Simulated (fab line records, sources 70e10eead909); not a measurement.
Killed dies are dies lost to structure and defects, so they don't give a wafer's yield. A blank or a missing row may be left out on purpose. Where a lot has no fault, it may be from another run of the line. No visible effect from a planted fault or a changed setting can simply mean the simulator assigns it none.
Matching of chambers | flow nand harc | NHARC_THIN_TSV_DESCUM_14 on rie diel-10: 4 sister chambers
The step chemistry O2, time 3 s. 16 wafers are shown with their chamber, then 7 later ones without.

== WAFERS PAIRED WITH THEIR CHAMBERS ==
wafer  | chamber | showerhead plenum p Torr (Torr) | throttle valve pct (%) | oes product au (a.u.)
L535.2 | 2       | 1.92                            | 11.308                 | 0.992
L535.3 | 1       | 1.89                            | 11.322                 | 1.002
L535.5 | 3       | 1.83                            | 11.306                 | 0.992
L533.2 | 3       | 1.83                            | 11.308                 | 0.982
L533.3 | 1       | 1.89                            | 11.315                 | 0.991
L533.5 | 3       | 1.83                            | 11.304                 | 0.980
L537.2 | 0       | 1.85                            | 11.307                 | 0.988
L537.5 | 2       | 1.92                            | 11.294                 | 0.990
L537.6 | 1       | 1.89                            | 11.316                 | 1.000
L539.3 | 1       | 1.89                            | 11.320                 | 0.998
L539.5 | 3       | 1.83                            | 11.314                 | 1.000
L539.6 | 2       | 1.92                            | 11.320                 | 1.002
L540.1 | 2       | 1.91                            | 11.320                 | 1.007
L540.4 | 0       | 1.85                            | 11.298                 | 0.997
L540.5 | 1       | 1.89                            | 11.329                 | 0.997
L541.1 | 0       | 1.85                            | 11.298                 | 0.996

SIGNATURES (means of the wafers above)
reading                  | chamber 0 | chamber 1 | chamber 2 | chamber 3 | scatter within a chamber
showerhead plenum p Torr | 1.8500    | 1.8900    | 1.9175    | 1.8300    | 0.0025
throttle valve pct       | 11.30100  | 11.32040  | 11.31050  | 11.30800  | 0.00761
oes product au           | 0.99367   | 0.99760   | 0.99775   | 0.98850   | 0.00691
Rule: for each reading, subtract the chamber's mean from the wafer's reading, divide by that reading's scatter and square the result; add these up over the readings and take the root, which gives the wafer's distance from the chamber. If the next closest chamber is less than 2 further off than the closest, the wafer can't be placed; otherwise it belongs to the closest. The scatter is the square root of a quotient: the sum, over the shown wafers, of each reading's squared deviation from its chamber's mean, divided by wafers minus chambers.

== WAFERS WHOSE CHAMBER IS MISSING ==
wafer  | showerhead plenum p Torr (Torr) | throttle valve pct (%) | oes product au (a.u.)
L541.5 | 1.91                            | 11.308                 | 1.000
L541.6 | 1.83                            | 11.327                 | 0.990
L544.1 | 1.91                            | 11.295                 | 0.990
L544.3 | 1.85                            | 11.306                 | 0.995
L554.1 | 1.85                            | 11.323                 | 0.987
L554.5 | 1.85                            | 11.307                 | 0.996
L554.6 | 1.89                            | 11.324                 | 0.996

== THE CHAMBER EACH PASSED THROUGH ==
wafer  | from the rows above | in truth
L541.5 | 2                   | 2
L541.6 | 3                   | 3
L544.1 | 2                   | 2
L544.3 | 0                   | 0
L554.1 | 0                   | 0
L554.5 | 0                   | 0
L554.6 | 1                   | 1
Placed correctly: 7 of 7. Number that these rows cannot place: 0. Placed wrongly: 0.
